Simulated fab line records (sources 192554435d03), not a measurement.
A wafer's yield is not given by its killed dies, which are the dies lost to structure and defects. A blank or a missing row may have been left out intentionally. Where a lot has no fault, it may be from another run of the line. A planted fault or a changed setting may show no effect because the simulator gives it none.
Matching of chambers -- flow n5-finfet -- N5_GATE_CUT_PECVD_57 on pecvd-04 has 3 sister chambers
The step deposits SiNx from SiH4/NH3/N2, target thk 21 nm. 18 wafers are shown with their chamber, then 9 later ones without.

== WAFERS, EACH WITH ITS CHAMBER ==
wafer,chamber,showerhead-plenum-p-Torr (Torr),throttle-valve-pct (%),heater-power-w (W)
L074.1,2,5.07,38.7,864
L074.2,0,5.15,39.2,665
L074.3,1,5.04,39.7,670
L074.4,1,5.04,40.1,707
L074.5,0,5.14,39.4,674
L074.6,2,5.07,38.3,827
L076.2,2,5.07,38.5,748
L076.5,0,5.15,39.1,687
L076.6,2,5.08,38.7,770
L079.1,2,5.08,38.6,757
L079.2,0,5.15,39.2,753
L079.3,1,5.06,39.9,737
L082.1,0,5.16,39.0,730
L082.5,1,5.03,40.0,639
L082.6,0,5.15,39.0,752
L084.1,0,5.13,39.0,650
L084.2,2,5.08,38.8,778
L084.3,1,5.04,39.5,735

SIGNATURES (means of the wafers above)
reading,chamber 0,chamber 1,chamber 2,scatter within a chamber
showerhead-plenum-p-Torr,5.1471,5.0420,5.0750,0.00884
throttle-valve-pct,39.129,39.840,38.600,0.187
heater-power-w,701.57,697.60,790.67,43.5
Rule: for each reading, subtract the chamber's mean from the wafer's reading, divide by that reading's scatter and square the result; add these up over the readings and take the root, which gives the wafer's distance from the chamber. If the next closest chamber is less than 2 further off than the closest, the wafer can't be placed; otherwise it belongs to the closest. The scatter: the root of (the sum of the squares of (reading less its chamber's mean) over the shown wafers, divided by (wafers less chambers)).

== WAFERS WITHOUT THEIR CHAMBER ==
wafer,showerhead-plenum-p-Torr (Torr),throttle-valve-pct (%),heater-power-w (W)
L087.3,5.08,38.8,830
L087.4,5.08,39.0,856
L087.5,5.05,40.0,701
L093.3,5.15,39.1,744
L093.4,5.15,38.9,740
L093.5,5.07,38.7,845
L096.1,5.06,38.9,755
L096.2,5.05,39.7,746
L096.6,5.15,39.0,754

== WHICH CHAMBER EACH WENT THROUGH ==
wafer,from the rows above,in truth
L087.3,2,2
L087.4,2,2
L087.5,1,1
L093.3,0,0
L093.4,0,0
L093.5,2,2
L096.1,2,2
L096.2,1,1
L096.6,0,0
9 of 9 placed correctly. Left unplaced by these rows: 0. Wrongly placed: 0.
